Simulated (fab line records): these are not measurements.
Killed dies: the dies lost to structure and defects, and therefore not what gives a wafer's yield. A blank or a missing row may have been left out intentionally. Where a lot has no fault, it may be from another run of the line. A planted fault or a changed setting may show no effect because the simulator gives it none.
8D (eight disciplines) problem report, filled in by code -- flow nandHarc -- the parts of the form that need people (team, actions taken, sign-off) are left out

1. THE PROBLEM
Mean of killedDies at NHARC_END_SORT_01: 124 across 4 wafers in 2 lots; on wafers with no fault it is 32 (standard deviation 12). Measured from the usual mean, that is +7.6 standard deviations.
First observed at day 23 09:53: wafer L344.3, on prober-02. The record holds 15 wafers of 5 lots with a number at this step. Rule for "out", or "out of limits": more than 4 standard deviations from the usual mean. Any other wafer with a number is counted as sound.

2. WHAT THIS IS AND IS NOT
question,is,is not
which readings at this step,"killedDies, killedAtArray","killedAtPeriphery, killedOpen, killedShort"
which lots,"L344, L346","L328, L337, L347"
which wafers of those lots,"L344.3, L344.5, L346.2, L346.3","L344.1, L346.6"
read on which gauges,prober-02,prober-01
when,from day 23 09:53,"up to then (7 sound wafers); but 4 sound wafers of L346, L347 came after"

3. WHAT RULES OUT EACH SUSPECT
Counting: a tool at a process step up to the reading stays a suspect if it ran every lot that is out. Sound lots after the first of them don't rule it out here, since some wafers of a struck lot are sound.
- the gauge at NHARC_END_SORT_01: kept. All the wafers that are out were read on prober-02, and no step on other tools shows them out.
- harCapEtch-02 at NHARC_A_CONTACT_ETCH_112 (etches the open film in C4F8/O2/Ar, time 94 s, target depth 922 nm): kept. It processed each lot that is out (first: L344, day 20 05:37); up to then, its last sound lot is L337 (day 18 14:08).
- plasmaAsher-02 at NHARC_THIN_TSV_STRIP_45 (strips in O2): kept. It ran every lot that is out, first L344 (day 22 18:33).
- Within harCapEtch-02 at NHARC_A_CONTACT_ETCH_112, the wafers that are out were processed in chamber 1 and their sound lot-mates in chamber 0.
Left after counting: harCapEtch-02 at NHARC_A_CONTACT_ETCH_112, plasmaAsher-02 at NHARC_THIN_TSV_STRIP_45, prober-02 at NHARC_END_SORT_01.

4. THE CAUSE (what the simulator had put in)
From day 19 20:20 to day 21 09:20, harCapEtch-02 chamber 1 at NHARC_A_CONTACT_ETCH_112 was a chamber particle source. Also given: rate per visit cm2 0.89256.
Counting left 3 suspects, and this tool is among them.

5. THE EFFECT CHAIN, in route order
Rows list readings where the struck wafers' mean (over those with a number) sits beyond 3 standard deviations from the usual. Only readings for which the record gives a usual standard deviation are gone through. hours: the time from each lot's start at the first step in this table that gives one to its start at this step, as a median over the lots. sigmas: the change in usual standard deviations.
hours,step,reading,usual,on struck wafers,change,sigmas
0,NHARC_END_SORT_01,killedAtArray,28,119,+91,+7.6
0,NHARC_END_SORT_01,killedDies,32,124,+92,+7.6

6. WHAT WOULD HAVE CAUGHT IT SOONER
Counted from the fault's start at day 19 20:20, it took 86 hours until the first out-of-limits reading at a measuring or inspecting step in this record, taken at day 23 09:53.
The start of NHARC_A_CONTACT_ETCH_112 on harCapEtch-02 came by day 23 09:53 for every one of the lots that are out (2). Holding the tool at that point would not have protected any of them.
